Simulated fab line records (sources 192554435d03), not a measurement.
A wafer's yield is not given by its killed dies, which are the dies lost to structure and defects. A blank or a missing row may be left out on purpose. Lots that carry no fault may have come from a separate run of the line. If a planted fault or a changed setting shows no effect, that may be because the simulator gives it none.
What tool caused it? ; flow n5-finfet ; Sampling: 15 lots, 40 wafers, 3 of 1938 route steps

WHAT THE GAUGES READ, wafer by wafer
N5_BEOL_M3_INSPECT_59: inspects for defects (darkfield). Usual: raw-defect-count 67, standard deviation 22.
lot;measured;on;raw-defect-count;flag
L370;day 7 10:55;defect-inspect-02;64 66;
L372;day 7 18:09;defect-inspect-02;69 55;
L374;day 8 23:35;defect-inspect-02;76 66 78;
L375;day 9 01:27;defect-inspect-02;76 72 61;
L376;day 9 04:11;defect-inspect-01;84 64 78;
L377;day 9 07:49;defect-inspect-01;123 72;
L379;day 10 05:01;defect-inspect-01;64 44 40;
L381;day 10 09:56;defect-inspect-01;69 52;
L380;day 10 11:01;defect-inspect-02;103 101 79;
L382;day 10 11:20;defect-inspect-01;54 58 92;
L385;day 11 20:58;defect-inspect-02;75 71 99;
L387;day 11 23:19;defect-inspect-01;47 47 45;
L386;day 12 01:16;defect-inspect-02;78 51 86;
L392;day 13 04:43;defect-inspect-01;40 51;
L393;day 13 12:21;defect-inspect-02;53 55 87;

WHICH TOOL RAN EACH LOT (tool, then ch and the chambers of the sampled wafers, then the start)
lot;N5_BEOL_M3_ANNEAL_91;N5_BEOL_M3_SPUTTER_96
L370;pvd-sputter-02, day 7 09:15;pvd-sputter-02, day 7 09:50
L372;pvd-sputter-03, day 7 16:12;pvd-sputter-03, day 7 16:47
L374;pvd-sputter-01, day 8 21:52;pvd-sputter-01, day 8 22:26
L375;pvd-sputter-01, day 8 23:42;pvd-sputter-01, day 9 00:17
L376;pvd-sputter-02, day 9 02:32;pvd-sputter-02, day 9 03:07
L377;pvd-sputter-01, day 9 05:47;pvd-sputter-01, day 9 06:22
L379;pvd-sputter-03, day 10 03:22;pvd-sputter-03, day 10 03:56
L381;pvd-sputter-01, day 10 08:17;pvd-sputter-01, day 10 08:52
L380;pvd-sputter-02, day 10 09:22;pvd-sputter-02, day 10 09:56
L382;pvd-sputter-03, day 10 09:40;pvd-sputter-03, day 10 10:15
L385;pvd-sputter-02, day 11 19:19;pvd-sputter-02, day 11 19:53
L387;pvd-sputter-01, day 11 21:13;pvd-sputter-01, day 11 21:48
L386;pvd-sputter-02, day 11 23:37;pvd-sputter-02, day 12 00:11
L392;pvd-sputter-03, day 13 03:03;pvd-sputter-03, day 13 03:38
L393;pvd-sputter-01, day 13 10:34;pvd-sputter-01, day 13 11:09
- N5_BEOL_M3_ANNEAL_91: time 240 s.
- N5_BEOL_M3_SPUTTER_96: material Cu, target thk 4.5 nm, time 8.29 s.

AS READ BY THE TOOLS THEMSELVES (means over the sampled wafers that have a number; for cases with no such wafer, the mark the record gives instead)
N5_BEOL_M3_ANNEAL_91. Usual: heater-power-w 812 W, standard deviation 89; susceptor-temp-C 400.02 C, standard deviation 0.19.
lot;tool;heater-power-w (W);susceptor-temp-C (C);flag
L370;pvd-sputter-02;708;400.06;
L372;pvd-sputter-03;915;400.02;
L374;pvd-sputter-01;854;400.01;
L375;pvd-sputter-01;721;399.90;
L376;pvd-sputter-02;777;400.08;
L377;pvd-sputter-01;815;400.17;
L379;pvd-sputter-03;816;399.91;
L381;pvd-sputter-01;834;399.89;
L380;pvd-sputter-02;722;400.14;
L382;pvd-sputter-03;893;400.33;
L385;pvd-sputter-02;707;400.04;
L387;pvd-sputter-01;817;399.87;
L386;pvd-sputter-02;756;400.23;
L392;pvd-sputter-03;882;400.14;
L393;pvd-sputter-01;810;400.15;

N5_BEOL_M3_SPUTTER_96. Usual: susceptor-temp-C -20.01 C, standard deviation 0.1; throttle-valve-pct 30.2 %, standard deviation 0.95.
lot;tool;susceptor-temp-C (C);throttle-valve-pct (%);flag
L370;pvd-sputter-02;-20.09;29.5;
L372;pvd-sputter-03;-19.98;30.5;
L374;pvd-sputter-01;-20.05;31.5;
L375;pvd-sputter-01;-20.06;30.8;
L376;pvd-sputter-02;-19.97;29.7;
L377;pvd-sputter-01;-20.01;31.2;
L379;pvd-sputter-03;-20.13;29.9;
L381;pvd-sputter-01;-20.04;30.0;
L380;pvd-sputter-02;-19.99;29.3;
L382;pvd-sputter-03;-20.04;30.4;
L385;pvd-sputter-02;-20.02;29.4;
L387;pvd-sputter-01;-20.08;30.3;
L386;pvd-sputter-02;-19.92;29.4;
L392;pvd-sputter-03;-20.07;29.2;
L393;pvd-sputter-01;-20.01;30.2;

THE ANSWER, worked out from the rows above alone
Rule: lot off if the mean of its wafers having a number is beyond 3 standard deviations from the usual mean. A lot without any number at a reading at which 4 lots or more have one is off too. All remaining lots with rows at the step are treated as sound. First the gauges in route order, then the tools' own readings, where a lot's mean is used as printed above. The first step at which some lot is off is used, and at that step the reading that is off furthest; a lot without a number counts as furthest.
Nothing can be told from this: no lot is off at any reading shown.

WHAT THE SIMULATOR HAD INSERTED
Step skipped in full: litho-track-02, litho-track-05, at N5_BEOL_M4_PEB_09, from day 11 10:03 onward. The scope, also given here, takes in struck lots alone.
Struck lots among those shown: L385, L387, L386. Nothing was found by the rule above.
